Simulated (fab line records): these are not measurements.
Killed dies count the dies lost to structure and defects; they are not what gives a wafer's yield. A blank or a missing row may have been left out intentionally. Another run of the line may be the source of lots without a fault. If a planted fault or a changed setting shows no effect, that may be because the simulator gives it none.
Which tool was responsible? + flow nand-harc + 33 wafers from 11 lots sampled at 5 of the route's 1159 steps

== WHAT EACH GAUGE READ, for each wafer ==
NHARC_END_SORT_01.
| lot  | measured     | on        | killed-at-array | killed-at-other | killed-at-periphery | killed-dies | killed-open | killed-short |
|------|--------------|-----------|-----------------|-----------------|---------------------|-------------|-------------|--------------|
| L641 | day 20 23:56 | prober-02 | 41 26 31        | 0 0 0           | 6 6 6               | 47 32 37    | 3 2 2       | 1 1 3        |
| L649 | day 22 22:43 | prober-01 | 22 29 30        | 3 0 2           | 2 1 1               | 27 30 33    | 3 1 3       | 0 0 2        |
| L652 | day 23 08:51 | prober-02 | 26 35           | 0 0             | 1 3                 | 27 38       | 1 4         | 0 4          |
| L657 | day 24 07:19 | prober-02 | 35 41 35        | 0 0 0           | 4 5 1               | 39 46 36    | 2 5 2       | 3 2 2        |

== WHAT TOOL EACH LOT RAN ON (gives the tool, then ch and the chambers of the sampled wafers, and finally the start) ==
| lot  | NHARC_P_ZERO_WELL_DESCUM_26       | NHARC_P_ZERO_WELL_PEB_35         | NHARC_P_ZERO_WELL_DESCUM_39       | NHARC_P_STI_DESCUM_14             |
|------|-----------------------------------|----------------------------------|-----------------------------------|-----------------------------------|
| L638 | rie-diel-02 ch 0,1, day 1 20:37   | litho-track-03 ch 0, day 1 21:53 | rie-diel-04 ch 0,1,2, day 1 22:08 | rie-diel-10 ch 0,1,3, day 2 16:52 |
| L641 | rie-diel-02 ch 0,2,3, day 2 14:37 | litho-track-07 ch 0, day 2 16:02 | rie-diel-04 ch 0,1,3, day 2 16:19 | rie-diel-10 ch 0,3, day 3 07:38   |
| L644 | rie-diel-02 ch 0,1, day 3 08:32   | litho-track-07 ch 0, day 3 09:50 | rie-diel-04 ch 1,2,3, day 3 10:07 | rie-diel-10 ch 0,1,3, day 4 04:50 |
| L645 | rie-diel-04 ch 1,2,3, day 3 14:40 | litho-track-07 ch 0, day 3 15:55 | rie-diel-04 ch 2,3, day 3 16:10   | rie-diel-10 ch 1,2,3, day 4 14:01 |
| L647 | rie-diel-07 ch 2,3, day 4 02:39   | litho-track-03 ch 0, day 4 04:02 | rie-diel-02 ch 0,1,2, day 4 04:18 | rie-diel-09 ch 1,2,3, day 4 23:02 |
| L648 | rie-diel-04 ch 0,2,3, day 4 08:38 | litho-track-03 ch 0, day 4 09:54 | rie-diel-04 ch 2,3, day 4 10:09   | rie-diel-11 ch 1,2,3, day 5 04:55 |
| L649 | rie-diel-07 ch 1,2,3, day 4 14:46 | litho-track-03 ch 0, day 4 16:01 | rie-diel-02 ch 0,1,3, day 4 16:16 | rie-diel-09 ch 0,1,2, day 5 11:07 |
| L650 | rie-diel-02 ch 1,2, day 4 20:40   | litho-track-02 ch 0, day 4 22:03 | rie-diel-07 ch 1,2, day 4 22:18   | rie-diel-11 ch 1,2,3, day 5 19:58 |
| L652 | rie-diel-04 ch 1,2,3, day 5 08:39 | litho-track-03 ch 0, day 5 09:53 | rie-diel-02 ch 0,3, day 5 10:08   | rie-diel-11 ch 0,3, day 6 05:32   |
| L657 | rie-diel-02 ch 0,3, day 6 15:00   | litho-track-02 ch 0, day 6 16:23 | rie-diel-02 ch 0,1,3, day 6 16:39 | rie-diel-10 ch 1,3, day 7 14:11   |
| L660 | rie-diel-07 ch 0,1,3, day 7 08:38 | litho-track-07 ch 0, day 7 10:02 | rie-diel-07 ch 0,2, day 7 10:18   | rie-diel-11 ch 1,2,3, day 8 06:41 |
- NHARC_P_ZERO_WELL_DESCUM_26: chemistry O2, time 3 s.
- NHARC_P_ZERO_WELL_PEB_35: peb time 85 s.
- NHARC_P_ZERO_WELL_DESCUM_39: chemistry O2, time 3 s.
- NHARC_P_STI_DESCUM_14: chemistry O2, time 3 s.

== AS READ BY THE TOOLS THEMSELVES (means over the sampled wafers that have a number; for cases with no such wafer, the mark the record gives instead) ==
NHARC_P_ZERO_WELL_DESCUM_26.
| lot  | tool        | drypump-motor-current-A (A) | o2-flow-sccm (sccm) | oes-product-au (a.u.) | rf-vpp-V (V) | showerhead-plenum-p-Torr (Torr) | throttle-valve-pct (%) |
|------|-------------|-----------------------------|---------------------|-----------------------|--------------|---------------------------------|------------------------|
| L638 | rie-diel-02 | 6.1                         | 199.7               | 1.005                 | 58.5         | 1.98                            | 11.309                 |
| L641 | rie-diel-02 | 5.8                         | 200.1               | 1.009                 | 57.7         | 1.95                            | 11.316                 |
| L644 | rie-diel-02 | 6.1                         | 200.5               | 1.002                 | 58.0         | 1.98                            | 11.304                 |
| L645 | rie-diel-04 | 5.9                         | 200.5               | 0.997                 | 58.1         | 2.01                            | 11.327                 |
| L647 | rie-diel-07 | 5.6                         | 200.1               | 1.002                 | 57.9         | 1.93                            | 11.315                 |
| L648 | rie-diel-04 | 5.8                         | 199.6               | 1.006                 | 58.5         | 2.00                            | 11.318                 |
| L649 | rie-diel-07 | 5.4                         | 199.6               | 0.996                 | 58.4         | 1.94                            | 11.311                 |
| L650 | rie-diel-02 | 5.6                         | 200.1               | 1.005                 | 58.8         | 1.97                            | 11.304                 |
| L652 | rie-diel-04 | 6.0                         | 200.1               | 1.012                 | 59.2         | 2.01                            | 11.306                 |
| L657 | rie-diel-02 | 6.0                         | 199.7               | 1.013                 | 57.7         | 1.96                            | 11.322                 |
| L660 | rie-diel-07 | 5.2                         | 200.6               | 0.995                 | 58.3         | 1.92                            | 11.307                 |

NHARC_P_ZERO_WELL_PEB_35.
| lot  | tool           | heater-power-total-W (W) | plate-temp-C (C) |
|------|----------------|--------------------------|------------------|
| L638 | litho-track-03 | 164.04                   | 118.09           |
| L641 | litho-track-07 | 163.81                   | 117.86           |
| L644 | litho-track-07 | 163.83                   | 117.95           |
| L645 | litho-track-07 | 163.97                   | 118.07           |
| L647 | litho-track-03 | 163.97                   | 118.03           |
| L648 | litho-track-03 | 164.07                   | 118.07           |
| L649 | litho-track-03 | 167.55                   | 119.83           |
| L650 | litho-track-02 | 164.16                   | 118.10           |
| L652 | litho-track-03 | 167.59                   | 120.09           |
| L657 | litho-track-02 | 164.19                   | 117.86           |
| L660 | litho-track-07 | 164.14                   | 118.04           |

NHARC_P_ZERO_WELL_DESCUM_39.
| lot  | tool        | drypump-motor-current-A (A) | o2-flow-sccm (sccm) | oes-product-au (a.u.) | rf-vpp-V (V) | showerhead-plenum-p-Torr (Torr) | throttle-valve-pct (%) |
|------|-------------|-----------------------------|---------------------|-----------------------|--------------|---------------------------------|------------------------|
| L638 | rie-diel-04 | 5.7                         | 200.1               | 0.999                 | 58.7         | 2.01                            | 11.303                 |
| L641 | rie-diel-04 | 6.0                         | 200.0               | 1.000                 | 58.8         | 2.03                            | 11.311                 |
| L644 | rie-diel-04 | 5.9                         | 200.2               | 1.003                 | 57.3         | 2.01                            | 11.303                 |
| L645 | rie-diel-04 | 5.8                         | 200.9               | 1.004                 | 57.4         | 1.97                            | 11.310                 |
| L647 | rie-diel-02 | 5.9                         | 199.7               | 1.012                 | 58.4         | 1.98                            | 11.297                 |
| L648 | rie-diel-04 | 5.8                         | 200.2               | 1.011                 | 58.2         | 1.97                            | 11.300                 |
| L649 | rie-diel-02 | 5.8                         | 200.1               | 1.007                 | 58.0         | 2.00                            | 11.310                 |
| L650 | rie-diel-07 | 5.4                         | 200.2               | 0.997                 | 57.9         | 2.01                            | 11.324                 |
| L652 | rie-diel-02 | 6.0                         | 200.6               | 1.010                 | 57.4         | 1.96                            | 11.310                 |
| L657 | rie-diel-02 | 5.8                         | 199.9               | 1.008                 | 57.6         | 2.00                            | 11.305                 |
| L660 | rie-diel-07 | 5.3                         | 199.5               | 1.001                 | 57.7         | 1.97                            | 11.317                 |

NHARC_P_STI_DESCUM_14.
| lot  | tool        | drypump-motor-current-A (A) | o2-flow-sccm (sccm) | oes-product-au (a.u.) | rf-vpp-V (V) | showerhead-plenum-p-Torr (Torr) | throttle-valve-pct (%) |
|------|-------------|-----------------------------|---------------------|-----------------------|--------------|---------------------------------|------------------------|
| L638 | rie-diel-10 | 5.35                        | 200.0               | 1.009                 | 57.6         | 1.92                            | 11.322                 |
| L641 | rie-diel-10 | 5.48                        | 200.2               | 0.998                 | 57.7         | 1.88                            | 11.303                 |
| L644 | rie-diel-10 | 5.38                        | 200.8               | 1.013                 | 57.9         | 1.92                            | 11.310                 |
| L645 | rie-diel-10 | 5.32                        | 199.9               | 1.005                 | 58.6         | 1.92                            | 11.302                 |
| L647 | rie-diel-09 | 5.38                        | 200.1               | 0.996                 | 57.0         | 1.89                            | 11.315                 |
| L648 | rie-diel-11 | 5.36                        | 200.6               | 1.000                 | 58.6         | 1.91                            | 11.307                 |
| L649 | rie-diel-09 | 5.32                        | 200.4               | 0.994                 | 57.4         | 1.87                            | 11.309                 |
| L650 | rie-diel-11 | 5.37                        | 200.1               | 0.997                 | 56.9         | 1.91                            | 11.312                 |
| L652 | rie-diel-11 | 5.27                        | 200.5               | 0.996                 | 57.7         | 1.92                            | 11.311                 |
| L657 | rie-diel-10 | 5.39                        | 200.3               | 1.013                 | 57.6         | 1.90                            | 11.309                 |
| L660 | rie-diel-11 | 5.37                        | 199.3               | 1.001                 | 57.7         | 1.91                            | 11.305                 |

== THE ANSWER, worked out from the rows above alone ==
Rule: what is usual is taken from the lots themselves. The widest of any qualifying gaps counts: lots, ordered by their means at a reading, are off when they make up no more than a third of the lots, leave a main group of 4 or more, and stand apart from it by 3 or more times the standard deviation of that group's means. A main group whose means are all the same, to the digits that the tables above print for the reading, isn't used. Also off: a lot with no number at a reading for which 4 or more lots have one. Any other lot the step has rows for is counted as sound. The gauges are gone through in route order, then the tools' own readings, and for those a lot's mean is taken as printed above. At the first step where some lot is off, the reading lying furthest off is the one used; lots without a number count as furthest.
Off: L649, L652 (NHARC_P_ZERO_WELL_PEB_35, heater-power-total-W). For the main group the mean is 164.02 W and the standard deviation 0.13.
If a tool, at that step or one of the process steps before it, ran each lot that is off and ran no sound lot following the first of them, it fits. One candidate fits, namely litho-track-03 at NHARC_P_ZERO_WELL_PEB_35. Its last sound lot is L648 (day 4 09:54), its first lot that is off L649 (day 4 16:01): a fault that began between those two fits.
The tool's own readings at NHARC_P_ZERO_WELL_PEB_35 bear it out: on the lots that are off they differ by more than 5 times the standard deviation of the sound lots' means. heater-power-total-W reads 167.57 W there against 164.02 W on the sound lots; plate-temp-C reads 119.96 C there against 118.01 C on the sound lots.

== WHAT THE SIMULATOR HAD PUT IN ==
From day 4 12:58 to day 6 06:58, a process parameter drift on litho-track-03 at NHARC_P_ZERO_WELL_PEB_35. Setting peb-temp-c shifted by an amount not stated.
Struck lots among those shown: L649, L652. The same result came from the rule above.
